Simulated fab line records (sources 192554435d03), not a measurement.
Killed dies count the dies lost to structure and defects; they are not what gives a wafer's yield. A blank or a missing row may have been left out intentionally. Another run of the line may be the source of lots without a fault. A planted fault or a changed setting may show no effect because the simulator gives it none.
2 desks, one fault ; flow n5_finfet ; each desk holds nothing but its own numbers, with what lay behind them at the end

DESK OF THE TOOL OWNER: litho_track-02
The tool's own readings at N5_SD_EPI_N_COAT_32 (time 60 s, resist thk 350 nm): means of the sampled wafers that have a number, for each lot that ran on this tool. Any lot whose mean is over 4 standard deviations away from the usual mean is out of limits and marked OUT; that distance is given in the brackets.
Columns: A = spin_speed_rpm at N5_SD_EPI_N_COAT_32, usual 1500.0 rpm
lot;first seen here;A
L898;day 3 11:47;1500.4
L899;day 3 18:26;1500.0
L901;day 4 05:31;1460.1 (-42) OUT
L902;day 4 14:01;1461.1 (-41) OUT
This desk finds L901, L902 out of limits, L901 being first, at day 4 05:31 (spin_speed_rpm at N5_SD_EPI_N_COAT_32). Within limits: L898, L899.

METROLOGY DESK
What the gauges read for every lot (on any tool): the sampled wafers with a number, averaged. Any lot whose mean is over 4 standard deviations away from the usual mean is out of limits and marked OUT; that distance is given in the brackets. 7 of its 12 readings are shown, namely those furthest out on some lot.
Columns: A = cd_nm at N5_DUMMY_GATE_CD_MEAS_15, usual 25.01 nm; B = SD_N_BLK_OVL at N5_SD_EPI_N_OVL_MEAS_10, usual 0.2 nm; C = DIBL_N at N5_BEOL_M4_RC_MEAS_101, usual 36.1 mV/V; D = DIBL_P at N5_BEOL_M4_RC_MEAS_101, usual 35.8 mV/V; E = ION_P at N5_BEOL_M4_RC_MEAS_101, usual 461 uA/um; F = VT_N at N5_BEOL_M4_RC_MEAS_101, usual 250 mV; G = VT_P at N5_BEOL_M4_RC_MEAS_101, usual -250 mV
lot;first seen here;A;B;C;D;E;F;G
L898;day 3 09:45;25.12;-0.2;35.0;34.3;457;253;-254
L899;day 3 15:55;24.71;0.1;35.5;36.3;458;251;-252
L900;day 3 22:29;25.03;0.7;36.9;37.8;460;247;-252
L901;day 4 03:29;24.76;0.4;38.6;39.0;465;249;-246
L902;day 4 12:02;24.67;-0.1;34.5;34.1;451;255;-255
L907;day 5 20:01;25.23;0.2;35.2;35.9;471;248;-251
L911;day 6 15:26;25.04;1.2;34.1;34.6;459;252;-251
L913;day 7 05:54;25.06;0.6;36.1;35.0;465;248;-248
L915;day 7 17:40;25.00;0.7;34.8;34.0;454;252;-251
L919;day 8 17:25;25.13;-0.4;35.7;36.9;462;246;-248
Result from this desk: across the 10 lots, nothing is out of limits.

ALL TOGETHER
An alarm could have come from the tool owner's desk at day 4 05:31, on L901, L902.
From the metrology desk's view, nothing was out of limits.
The metrology desk has L901, L902 on record, within its limits.
Every lot named ran N5_SD_EPI_N_COAT_32 on litho_track-02.

WHAT THE SIMULATOR HAD INSERTED
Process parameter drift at N5_SD_EPI_N_COAT_32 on litho_track-02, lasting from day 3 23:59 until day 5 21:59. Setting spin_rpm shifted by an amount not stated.
Shown lots that were struck: L901, L902.
Time in hours from fault onset to the first out-of-limits reading at each desk: the tool owner's desk, 6.
